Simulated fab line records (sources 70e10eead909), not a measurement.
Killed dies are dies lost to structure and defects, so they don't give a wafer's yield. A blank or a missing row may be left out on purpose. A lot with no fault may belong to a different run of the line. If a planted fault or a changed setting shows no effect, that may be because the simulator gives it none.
Matching of chambers / flow nandHarc / NHARC_A_SLIT_ETCH_24 on rieDiel-01 has 4 sister chambers
The step etches the open film in CF4/CHF3, target depth 121 nm, time 60.5 s. 18 wafers are shown with their chamber, then 9 later ones without.

## WAFERS PAIRED WITH THEIR CHAMBERS
wafer=L077.1; chamber=3; drypumpMotorCurrentA (A)=5.6; rfVppV (V)=369.8; oesProductAu (a.u.)=0.948
wafer=L077.4; chamber=1; drypumpMotorCurrentA (A)=5.3; rfVppV (V)=370.6; oesProductAu (a.u.)=0.990
wafer=L077.6; chamber=2; drypumpMotorCurrentA (A)=6.0; rfVppV (V)=367.8; oesProductAu (a.u.)=0.958
wafer=L078.1; chamber=3; drypumpMotorCurrentA (A)=5.7; rfVppV (V)=370.4; oesProductAu (a.u.)=0.956
wafer=L078.3; chamber=1; drypumpMotorCurrentA (A)=5.3; rfVppV (V)=372.0; oesProductAu (a.u.)=0.997
wafer=L078.5; chamber=1; drypumpMotorCurrentA (A)=5.4; rfVppV (V)=371.8; oesProductAu (a.u.)=0.992
wafer=L082.1; chamber=2; drypumpMotorCurrentA (A)=6.0; rfVppV (V)=367.1; oesProductAu (a.u.)=0.937
wafer=L082.4; chamber=1; drypumpMotorCurrentA (A)=5.3; rfVppV (V)=370.2; oesProductAu (a.u.)=0.982
wafer=L082.6; chamber=3; drypumpMotorCurrentA (A)=5.6; rfVppV (V)=371.5; oesProductAu (a.u.)=0.961
wafer=L082.2; chamber=3; drypumpMotorCurrentA (A)=5.6; rfVppV (V)=372.0; oesProductAu (a.u.)=0.964
wafer=L082.3; chamber=0; drypumpMotorCurrentA (A)=5.7; rfVppV (V)=370.3; oesProductAu (a.u.)=0.990
wafer=L082.5; chamber=2; drypumpMotorCurrentA (A)=6.0; rfVppV (V)=368.0; oesProductAu (a.u.)=0.938
wafer=L085.1; chamber=2; drypumpMotorCurrentA (A)=6.0; rfVppV (V)=367.0; oesProductAu (a.u.)=0.938
wafer=L085.2; chamber=1; drypumpMotorCurrentA (A)=5.3; rfVppV (V)=371.5; oesProductAu (a.u.)=0.966
wafer=L085.6; chamber=2; drypumpMotorCurrentA (A)=6.0; rfVppV (V)=367.4; oesProductAu (a.u.)=0.939
wafer=L088.1; chamber=2; drypumpMotorCurrentA (A)=6.0; rfVppV (V)=367.1; oesProductAu (a.u.)=0.972
wafer=L088.2; chamber=3; drypumpMotorCurrentA (A)=5.7; rfVppV (V)=370.8; oesProductAu (a.u.)=0.978
wafer=L088.4; chamber=1; drypumpMotorCurrentA (A)=5.3; rfVppV (V)=371.4; oesProductAu (a.u.)=0.972

SIGNATURES, as means of the wafers listed above
reading=drypumpMotorCurrentA; chamber 0=5.700; chamber 1=5.317; chamber 2=6.000; chamber 3=5.640; scatter within a chamber=0.0381
reading=rfVppV; chamber 0=370.300; chamber 1=371.250; chamber 2=367.400; chamber 3=370.900; scatter within a chamber=0.675
reading=oesProductAu; chamber 0=0.99000; chamber 1=0.98317; chamber 2=0.94700; chamber 3=0.96140; scatter within a chamber=0.0128
Rule: a wafer lies at a distance from a chamber equal to the root of the sum of squares, over the readings, of (its reading less the chamber's mean, divided by the reading's scatter). The wafer belongs to the nearest chamber; if the next one is less than 2 further off, it can't be placed. The scatter: take each reading less its chamber's mean, square it, sum over the shown wafers, divide by the number of wafers less the number of chambers, and take the root.

## WAFERS WHOSE CHAMBER IS MISSING
wafer=L090.2; drypumpMotorCurrentA (A)=5.7; rfVppV (V)=368.5; oesProductAu (a.u.)=0.973
wafer=L090.3; drypumpMotorCurrentA (A)=5.3; rfVppV (V)=370.4; oesProductAu (a.u.)=0.967
wafer=L090.4; drypumpMotorCurrentA (A)=6.0; rfVppV (V)=367.5; oesProductAu (a.u.)=0.953
wafer=L093.3; drypumpMotorCurrentA (A)=5.7; rfVppV (V)=369.3; oesProductAu (a.u.)=0.961
wafer=L093.5; drypumpMotorCurrentA (A)=5.3; rfVppV (V)=371.3; oesProductAu (a.u.)=1.000
wafer=L093.6; drypumpMotorCurrentA (A)=5.7; rfVppV (V)=371.7; oesProductAu (a.u.)=0.997
wafer=L094.2; drypumpMotorCurrentA (A)=5.7; rfVppV (V)=369.2; oesProductAu (a.u.)=0.995
wafer=L094.3; drypumpMotorCurrentA (A)=5.3; rfVppV (V)=369.6; oesProductAu (a.u.)=0.981
wafer=L094.4; drypumpMotorCurrentA (A)=5.7; rfVppV (V)=369.7; oesProductAu (a.u.)=0.965

## WHICH CHAMBER EACH ONE RAN IN
wafer=L090.2; from the rows above=can't be placed: 0 or 3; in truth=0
wafer=L090.3; from the rows above=1; in truth=1
wafer=L090.4; from the rows above=2; in truth=2
wafer=L093.3; from the rows above=can't be placed: 0 or 3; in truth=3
wafer=L093.5; from the rows above=1; in truth=1
wafer=L093.6; from the rows above=can't be placed: 0 or 3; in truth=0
wafer=L094.2; from the rows above=0; in truth=0
wafer=L094.3; from the rows above=1; in truth=1
wafer=L094.4; from the rows above=can't be placed: 0 or 3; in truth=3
Correctly placed: 5 of 9. Unplaceable from these rows: 4, with the true chamber sitting among the candidates in 4. Number placed wrongly: 0.
